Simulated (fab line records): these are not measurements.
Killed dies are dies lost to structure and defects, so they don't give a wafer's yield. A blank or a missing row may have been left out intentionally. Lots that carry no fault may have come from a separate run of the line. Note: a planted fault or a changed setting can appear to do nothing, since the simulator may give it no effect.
fab line records	flow n5_finfet
record lots=5	wafers=15	last_day=18
route steps=1938 shown BEOL_M14@1761 BEOL_M15@1773 PASSIVATION@1936
lots that met no fault: taken from a fault-free run of the same line
start_h: start of the lot's first displayed wafer, in hours after the record's first day	wait_h: time in hours since the lot's previous step	" repeats the value in the row above	L1.1+2: several wafers, shown together as one row	- value missing, or start not given	* or withheld: withheld	< > ~ a bound
route shown NAME@n: NAME is a module with steps in the file, n the number in the route of the first one	usual: average and standard deviation across the fault-free wafers	same: alike in all rows	chamber/n: place in a boat	sites: per-site readings	_std_site: how widely they spread, as a standard deviation	_edge_site: the outer-site mean with the inner-site mean subtracted	radius_mm: for every site, how far away it sits from the centre of the wafer	mask NAME#n: copy n	behind: tool/chamber where the wafer was last shaped	hold: cause of the lot's hold/its duration in hours/its outcome	device: transistor that didn't switch, given as n, p or np	end of line: the tests these same wafers got at the end of their route	a step with no rows: only its recipe	killed: dies that structure and defects cost at the first sort, which is not the same as the wafer's yield	map: the dies of a wafer, with x for killed, . for not killed, _ for no die there
set.NAME: setting as actually run; set.NAME@STEP: the setting as run at that earlier step	model.NAME: the simulator's own value behind a step, which no gauge read
lots at selected steps of the route; one table per step, one row per wafer
services: a tool's chamber out of use, with start hour (start_h, from the record's first day; less than 0 if before it), hours out, and reason
## steps
# step N5_BEOL_M14_PRE_CLEAN_42
# recipe gas=H2/He	time_s=30	temp_c=300
# step N5_BEOL_M14_SPUTTER_43
# recipe material=TaN	target_thk_a=150	temp_c=50	bias_v=168.6	power_w=15000	chamber_pressure_pa=0.12	time_s=24.19
# step N5_BEOL_M14_SPUTTER_44
# recipe material=Ta	target_thk_a=150	temp_c=50	bias_v=80	power_w=15000	chamber_pressure_pa=0.07	time_s=24.19
# usual throttle_valve_pct=30.6/0.85
lot.wafer	tool	chamber	start_h	wait_h	throttle_valve_pct
L508.1	pvd_sputter-01	-	325.36	0.0	29.5
L508.2	"	-	"	"	30.4
L508.3	"	-	"	"	29.6
L511.2	pvd_sputter-03	-	338.94	0.0	30.6
L511.3	"	-	"	"	31.8
L511.5	"	-	"	"	31.8
L512.4	pvd_sputter-02	-	349.57	0.0	32.2
L512.5	"	-	"	"	31.6
L512.6	"	-	"	"	32.3
L522.1	pvd_sputter-02	-	394.27	0.0	31.2
L522.4	"	-	"	"	32.4
L522.6	"	-	"	"	30.6
L521.1	pvd_sputter-01	-	401.60	0.0	29.8
L521.2	"	-	"	"	30.3
L521.3	"	-	"	"	30.0
# step N5_BEOL_M14_SPUTTER_45
# recipe material=Cu	target_thk_a=1000	temp_c=-20	bias_v=60	power_w=26000	chamber_pressure_pa=0.13	time_s=16.67
# step N5_BEOL_M14_ECD_47
# recipe material=Cu	target_thk_a=12480
# step N5_BEOL_M14_ANNEAL_48
# recipe temp_c=225	time_s=90	ambient=N2
# usual anneal_temp_c_max=226.00/0.24	wafer_temp_C_max=226.4/0.69
lot.wafer	tool	chamber	start_h	wait_h	anneal_temp_c_max	wafer_temp_C_max
L508.1	rtp_anneal-01	0	325.75	0.1	225.80	226.7
L508.2	"	0	"	"	225.71	226.8
L508.3	"	0	"	"	226.07	226.6
L511.2	rtp_anneal-01	0	339.63	0.4	226.09	226.8
L511.3	"	0	"	"	225.83	226.8
L511.5	"	0	"	"	225.76	226.3
L512.4	rtp_anneal-01	0	350.09	0.2	226.30	227.0
L512.5	"	0	"	"	226.12	227.5
L512.6	"	0	"	"	226.14	226.7
L522.1	rtp_anneal-01	0	394.96	0.4	225.75	227.1
L522.4	"	0	"	"	226.52	226.8
L522.6	"	0	"	"	226.48	227.0
L521.1	rtp_anneal-01	0	402.00	0.2	226.04	226.8
L521.2	"	0	"	"	225.95	226.9
L521.3	"	0	"	"	226.21	227.5
# step N5_BEOL_M14_CMP_49
# recipe stop_on=SiO2	t_overpolish_s=5.2	down_force_psi=2	platen_rpm=80	clearing_platen_down_force_psi=2	clearing_platen_rpm=80	post_cmp_clean=cu_alkaline	target_thk_nm=560	clearing_platen_pad_velocity_m_s=1.5917	pad_velocity_m_s=1.5917
# usual barrier_field_endpoint_s=11.46/0.24	motor_current_A=7.5/0.69	overpolish_run_s=5.201/0.0095	time_to_endpoint_s=122/4.3
lot.wafer	tool	chamber	start_h	wait_h	barrier_field_endpoint_s	motor_current_A	overpolish_run_s	time_to_endpoint_s
L508.1	cmp-01	3	326.05	0.3	11.20	8.1	5.199	117
L508.2	"	0	"	"	11.43	7.8	5.181	121
L508.3	"	2	"	"	11.50	8.7	5.200	125
L511.2	cmp-02	0	339.96	0.3	11.37	8.3	5.196	120
L511.3	"	1	"	"	11.30	7.4	5.208	122
L511.5	"	2	"	"	11.42	6.2	5.189	123
L512.4	cmp-02	2	350.36	0.2	11.56	5.8	5.197	123
L512.5	"	3	"	"	12.06	7.6	5.207	130
L512.6	"	0	"	"	11.32	8.2	5.197	118
L522.4	cmp-02	0	395.26	0.1	11.35	7.9	5.193	117
L522.1	"	2	"	"	11.28	6.4	5.204	118
L522.6	"	1	"	"	11.40	7.4	5.207	120
L521.1	cmp-03	2	402.30	0.3	11.23	7.2	5.203	119
L521.3	"	3	"	"	11.19	8.4	5.186	121
L521.2	"	1	"	"	11.67	6.9	5.213	126
# step N5_BEOL_M14_THK_MEAS_50
# recipe thk_meas_gauge=xrf	reads=Cu_of_BEOL_M14_ECD_47
# usual M14_THK=570/7.7
lot.wafer	tool	chamber	start_h	wait_h	M14_THK[nm]
L508.1	film_metro-02	-	326.34	-	573
L508.2	"	-	"	"	565
L508.3	"	-	"	"	568
L511.2	film_metro-02	-	340.18	-	583
L511.3	"	-	"	"	577
L511.5	"	-	"	"	579
L512.4	film_metro-02	-	350.55	-	568
L512.5	"	-	"	"	575
L512.6	"	-	"	"	559
L522.1	film_metro-02	-	395.56	-	571
L522.4	"	-	"	"	555
L522.6	"	-	"	"	573
L521.1	film_metro-01	-	402.59	-	563
L521.2	"	-	"	"	564
L521.3	"	-	"	"	564
# step N5_BEOL_M14_PRE_CLEAN_52
# recipe gas=NH3	time_s=15	temp_c=withheld	rf_power_w=300
# step N5_BEOL_M14_DEP_53
# recipe material=SiCN	target_thk_a=500	temp_c=withheld	precursor=3MS/NH3	pressure_torr=3	rf_w=675	time_s=17.8
# usual showerhead_plenum_p_Torr=4.159/0.024	throttle_valve_pct=18.0/0.87
lot.wafer	tool	chamber	start_h	wait_h	showerhead_plenum_p_Torr	throttle_valve_pct
L508.1	pecvd-01	2	326.40	0.0	4.126	17.3
L508.2	"	0	"	"	4.159	17.5
L508.3	"	1	"	"	4.113	19.4
L511.2	pecvd-03	1	340.24	0.0	4.196	18.3
L511.3	"	0	"	"	4.184	18.6
L511.5	"	0	"	"	4.173	18.4
L512.4	pecvd-03	0	350.63	0.0	4.179	18.5
L512.5	"	2	"	"	4.162	17.8
L512.6	"	1	"	"	4.202	18.5
L522.1	pecvd-01	2	395.62	0.0	4.126	17.2
L522.4	"	0	"	"	4.158	17.2
L522.6	"	2	"	"	4.137	17.2
L521.1	pecvd-03	2	402.67	0.0	4.162	17.6
L521.2	"	0	"	"	4.180	18.5
L521.3	"	0	"	"	4.178	18.3
# step N5_BEOL_M14_RS_MEAS_54
# recipe thk_meas_gauge=four-point-probe	reads=Cu_of_BEOL_M14_ECD_47+Ta_of_BEOL_M14_SPUTTER_44+TaN_of_BEOL_M14_SPUTTER_43
# usual M14_RS=0.0329/0.00042
lot.wafer	tool	chamber	start_h	wait_h	M14_RS[ohm/sq]
L508.1	film_metro-02	-	326.47	0.0	0.0326
L508.2	"	-	"	"	0.0330
L508.3	"	-	"	"	0.0330
L511.2	film_metro-02	-	340.31	0.1	0.0318
L511.3	"	-	"	"	0.0322
L511.5	"	-	"	"	0.0321
L512.4	film_metro-02	-	350.68	0.0	0.0328
L512.5	"	-	"	"	0.0324
L512.6	"	-	"	"	0.0332
L522.1	film_metro-01	-	395.68	0.0	0.0327
L522.4	"	-	"	"	0.0336
L522.6	"	-	"	"	0.0324
L521.1	film_metro-01	-	402.75	0.1	0.0334
L521.2	"	-	"	"	0.0333
L521.3	"	-	"	"	0.0331
# step N5_BEOL_M14_INSPECT_55
# recipe inspect_instrument=darkfield	mode=post_dep
# usual raw_defect_count=73/25
lot.wafer	tool	chamber	start_h	wait_h	raw_defect_count
L508.1	defect_inspect-02	-	326.50	0.0	69
L508.2	"	-	"	"	71
L508.3	"	-	"	"	60
L511.2	defect_inspect-02	-	340.33	0.0	112
L511.3	"	-	"	"	82
L511.5	"	-	"	"	77
L512.4	defect_inspect-01	-	350.70	0.0	86
L512.5	"	-	"	"	110
L512.6	"	-	"	"	70
L522.1	defect_inspect-02	-	395.71	0.0	72
L522.4	"	-	"	"	81
L522.6	"	-	"	"	71
L521.1	defect_inspect-01	-	402.78	0.0	78
L521.2	"	-	"	"	83
L521.3	"	-	"	"	108
# step N5_BEOL_M15_ILD_DEP_00
# recipe material=SiO2	target_thk_a=16293	temp_c=400	precursor=TEOS/O2	pressure_torr=6.5	rf_w=900	teos_flow_sccm=161.4	gas=O2	flow_sccm=2650	time_s=346.1
# usual heater_power_outer_w=293/69	heater_power_w=562/90	showerhead_plenum_p_Torr=8.34/0.044	throttle_valve_pct=18.5/1
lot.wafer	tool	chamber	start_h	wait_h	heater_power_outer_w	heater_power_w	showerhead_plenum_p_Torr	throttle_valve_pct
L508.1	pecvd-03	2	326.53	0.0	305	611	8.36	17.9
L508.2	"	1	"	"	335	574	8.42	18.9
L508.3	"	0	"	"	204	461	8.37	19.0
L511.2	pecvd-04	0	340.37	0.0	321	593	8.35	19.2
L511.3	"	2	"	"	236	451	8.35	16.9
L511.5	"	0	"	"	384	677	8.32	19.3
L512.4	pecvd-04	0	350.85	0.1	399	698	8.32	19.4
L512.5	"	2	"	"	203	419	8.35	16.8
L512.6	"	1	"	"	221	499	8.38	18.4
L522.1	pecvd-03	2	395.75	0.0	277	564	8.34	18.1
L522.4	"	2	"	"	338	646	8.35	18.0
L522.6	"	0	"	"	238	494	8.36	19.2
L521.1	pecvd-01	0	402.81	0.0	354	571	8.33	18.2
L521.2	"	2	"	"	373	721	8.32	18.0
L521.3	"	1	"	"	255	551	8.28	20.2
# step N5_BEOL_M15_THK_MEAS_01
# recipe reads=SiO2_of_BEOL_M15_ILD_DEP_00
# usual M15_ILD_THK=1632/26
lot.wafer	tool	chamber	start_h	wait_h	M15_ILD_THK[nm]
L508.1	film_metro-02	-	326.78	0.1	1630
L508.2	"	-	"	"	1628
L508.3	"	-	"	"	1617
L511.2	film_metro-01	-	340.62	0.1	1608
L511.3	"	-	"	"	1625
L511.5	"	-	"	"	1644
L512.4	film_metro-01	-	350.99	0.0	1664
L512.5	"	-	"	"	1642
L512.6	"	-	"	"	1648
L522.1	film_metro-01	-	396.11	0.2	1627
L522.4	"	-	"	"	1661
L522.6	"	-	"	"	1633
L521.1	film_metro-02	-	403.06	0.1	1624
L521.2	"	-	"	"	1590
L521.3	"	-	"	"	1616
# step N5_BEOL_M15_COAT_58
# recipe resist=BARC	temp_c=205	time_s=60	spin_rpm=1500	resist_thk_nm=89
# step N5_BEOL_M15_COAT_04
# recipe spin_rpm=1704	resist_thk_nm=800
# step N5_BEOL_M15_EBR_06
# recipe solvent=PGMEA	ebr_width_mm=1.5
# step N5_BEOL_M15_SOFTBAKE_05
# recipe temp_c=130	time_s=60
# step N5_BEOL_M15_EXPOSE_07
# recipe mask_id=V14	na=0.8	source_shape=annular	sigma_inner=0.5	sigma_outer=0.8	polarization=unpolarized	attpsm_phase_deg=180	dose_mj=41.25
# step N5_BEOL_M15_PEB_08
# recipe peb_temp_c=130	peb_time_s=90
# step N5_BEOL_M15_DEVELOP_09
# recipe develop_time_s=45	rinse_liquid=diw	dry=air_spin	dev_temp_c=21
# step N5_BEOL_M15_HARDBAKE_14
# recipe temp_c=130	time_s=120
# step N5_BEOL_M15_CD_MEAS_10
# recipe target_cd_nm=360	landing_energy_ev=500	detector=se_inlens	polarity=opening
# usual cd_nm=360.2/1.6
lot.wafer	tool	chamber	start_h	wait_h	cd_nm
L508.1	cd_sem-03	0	327.09	-	358.5
L508.2	"	0	"	"	356.3
L508.3	"	0	"	"	357.3
L511.2	cd_sem-03	0	341.05	-	358.6
L511.3	"	0	"	"	357.8
L511.5	"	0	"	"	362.0
L512.4	cd_sem-03	0	351.30	-	359.6
L512.5	"	0	"	"	358.8
L512.6	"	0	"	"	357.1
L522.1	cd_sem-01	0	396.41	-	363.6
L522.4	"	0	"	"	363.0
L522.6	"	0	"	"	362.5
L521.1	cd_sem-03	0	403.50	-	361.3
L521.2	"	0	"	"	360.1
L521.3	"	0	"	"	361.7
# step N5_BEOL_M15_OVL_MEAS_11
# recipe points_per_wafer=44
# usual V14_OVL=5/5.8
# same points_per_wafer=44
lot.wafer	tool	chamber	start_h	wait_h	V14_OVL[nm]
L508.1	overlay-01	0	327.12	0.0	8
L508.2	"	0	"	"	11
L508.3	"	0	"	"	12
L511.2	overlay-02	0	341.08	0.0	4
L511.3	"	0	"	"	6
L511.5	"	0	"	"	-3
L512.4	overlay-01	0	351.32	0.0	8
L512.5	"	0	"	"	4
L512.6	"	0	"	"	13
L522.1	overlay-02	0	396.44	0.0	-6
L522.4	"	0	"	"	-5
L522.6	"	0	"	"	-2
L521.1	overlay-02	0	403.53	0.0	14
L521.2	"	0	"	"	11
L521.3	"	0	"	"	10
# step N5_BEOL_M15_INSPECT_12
# recipe mode=adi	inspect_instrument=macro
# usual raw_defect_count=2.1/1.4
lot.wafer	tool	chamber	start_h	wait_h	raw_defect_count
L508.1	defect_inspect-02	-	327.14	0.0	0
L508.2	"	-	"	"	5
L508.3	"	-	"	"	0
L511.2	defect_inspect-02	-	341.10	0.0	2
L511.3	"	-	"	"	3
L511.5	"	-	"	"	3
L512.4	defect_inspect-01	-	351.35	0.0	9
L512.5	"	-	"	"	4
L512.6	"	-	"	"	3
L522.1	defect_inspect-02	-	396.46	0.0	2
L522.4	"	-	"	"	1
L522.6	"	-	"	"	3
L521.1	defect_inspect-02	-	403.55	0.0	0
L521.2	"	-	"	"	1
L521.3	"	-	"	"	2
# step N5_BEOL_M15_DESCUM_15
# recipe chemistry=O2	time_s=7.9	source_power_w=50	bias_power_w=20	pressure_mtorr=20	rf_frequency_hz=2.712e+07	temp_c=40	o2_flow_sccm=225
# usual bias_power_w=19.99/0.061	drypump_motor_current_A=5.6/0.43	oes_product_au=0.81/0.081	rf_vpp_V=242.4/1.4	showerhead_plenum_p_Torr=2.04/0.077	throttle_valve_pct=20.41/0.26
lot.wafer	tool	chamber	start_h	wait_h	bias_power_w	drypump_motor_current_A	oes_product_au	rf_hours_counter_h	rf_vpp_V	showerhead_plenum_p_Torr	throttle_valve_pct
L508.1	rie_diel-02	3	327.18	0.0	20.01	5.4	0.69	207	243.2	2.08	20.57
L508.2	"	1	"	"	20.03	5.2	0.83	70	241.9	2.04	20.13
L508.3	"	0	"	"	19.83	5.0	0.75	193	240.4	1.91	20.64
L511.2	rie_diel-04	2	341.14	0.0	20.00	5.5	0.89	43	243.9	2.16	20.53
L511.3	"	1	"	"	20.05	6.2	0.76	147	242.4	2.07	20.28
L511.5	"	0	"	"	19.93	6.3	0.75	-	241.1	1.92	20.62
L512.4	rie_diel-03	3	351.38	0.0	19.99	6.3	0.77	153	244.2	2.18	20.53
L512.5	"	1	"	"	19.94	5.8	0.87	-	243.7	2.12	20.33
L512.6	"	0	"	"	19.97	5.4	0.69	-	242.5	2.08	21.07
L522.1	rie_diel-02	0	396.75	0.3	19.90	5.0	0.73	213	240.2	1.91	20.65
L522.4	"	2	"	"	20.06	5.8	0.91	35	242.0	2.03	20.04
L522.6	"	1	"	"	20.00	5.2	0.81	-	242.2	2.03	20.17
L521.1	rie_diel-04	2	403.59	0.0	20.03	5.5	0.85	62	243.3	2.15	20.56
L521.2	"	3	"	"	19.89	6.0	0.84	73	241.9	2.04	20.44
L521.3	"	0	"	"	19.92	6.4	0.72	181	239.9	1.92	20.65
# step N5_PASSIVATION_PROBE_49
# usual defect_limited_yield=91.3/1.5	killed_at_M0_to_M3=31/11	killed_at_M4_up=14/5.1	killed_at_contacts=12/5.6	killed_at_front_end=42/12	killed_at_other=3.8/2.9	killed_dies=103/18	killed_open=67/14	killed_short=33/8	sort_bin_5_function=5.1/1	sort_bin_6_memory=3.2/0.75	sort_n_pass=1077/18	sort_yield_pct=91.3/1.5
# same gross_dies=1180	killed_at_back_side=0	sort_bin_4_leakage[%]=0	sort_bin_8_speed[%]=0
lot.wafer	tool	chamber	start_h	wait_h	defect_limited_yield[%]	killed_at_M0_to_M3	killed_at_M4_up	killed_at_contacts	killed_at_front_end	killed_at_other	killed_dies	killed_open	killed_short	sort_bin_5_function[%]	sort_bin_6_memory[%]	sort_n_pass	sort_yield_pct[%]
L512.4	prober-02	-	374.18	0.2	89.4	36	16	14	52	7	125	79	40	5.8	4.6	1055	89.4
L512.5	prober-02	-	374.23	0.2	91.0	37	12	4	49	4	106	72	33	5.8	3.1	1074	91.0
L512.6	prober-02	-	374.28	0.3	91.6	35	16	6	34	8	99	70	29	5.8	2.5	1081	91.6
# killed by level:class
L512.4 FIN_SAQP:geometric_particle:open=18 MOL_CONTACT_COAG:geometric_particle:open=10 BEOL_M0_SAQP:geometric_particle:open=8 BEOL_M1:geometric_particle:open=8 FIN_SAQP:geometric_particle:short=7 STI_FIN_REVEAL:geometric_particle:open=7 BEOL_M0_SAQP:geometric_particle:short=7 BEOL_M0:geometric_particle:open=7
L512.5 FIN_SAQP:geometric_particle:open=13 BEOL_M1:geometric_particle:open=9 BEOL_M0_SAQP:geometric_particle:open=8 STI_FIN_REVEAL:geometric_particle:open=7 DUMMY_GATE:geometric_particle:open=7 FIN_SAQP:geometric_particle:short=6 BEOL_M3:geometric_particle:open=5 DUMMY_GATE:geometric_particle:short=4
L512.6 BEOL_M0_SAQP:geometric_particle:short=11 STI_FIN_REVEAL:geometric_particle:open=10 FIN_SAQP:geometric_particle:open=8 DUMMY_GATE:geometric_particle:open=6 MOL_CONTACT_COAG:geometric_particle:open=6 BEOL_M0_SAQP:geometric_particle:open=6 BEOL_M1:geometric_particle:open=6 BEOL_M2:geometric_particle:open=5
## services
tool	chamber	start_h	hours	kind
cmp-01	-	302.33	2.1	repair
cmp-02	-	313.84	4.0	pm
cmp-02	-	317.84	-	consumable_replace:conditioner
cmp-02	-	317.84	-	consumable_replace:pad
pecvd-01	0	320.34	2.1	scheduled_down
rie_diel-03	3	325.77	3.3	repair
pecvd-04	-	326.25	2.8	pm
cmp-01	-	326.75	4.6	pm
pecvd-04	2	329.76	6.5	repair
cmp-03	-	338.55	9.7	repair
cmp-03	-	362.24	1.0	repair
pecvd-01	-	368.41	6.8	repair
pecvd-04	-	382.54	0.4	repair
pecvd-03	1	383.62	-	clean
pecvd-03	1	383.62	-	consumable_replace:showerhead
pecvd-03	1	383.62	29.0	scheduled_down
pecvd-03	1	383.62	29.0	vent_cycle
rie_diel-03	0	401.16	-	clean
rie_diel-03	0	401.16	-	consumable_replace:focus_ring
rie_diel-03	0	401.16	20.1	scheduled_down
rie_diel-03	0	401.16	20.1	vent_cycle
rtp_anneal-01	-	402.97	3.7	pm
## key
first_sign step=N5_BEOL_M15_INSPECT_12	reading=raw_defect_count	direction=up	sigmas=4.9	usual=2.1	struck=9
effect none on later readings
met_at N5_BEOL_M15_ILD_DEP_00
struck_wafers L512.4
onset_between 340.37 350.85
fault kind=chamber_particle_source	tool=pecvd-04	chamber=0	onset_h=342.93	steps=N5_BEOL_M15_ILD_DEP_00	rate_per_visit_cm2=0.0075474	end_h=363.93
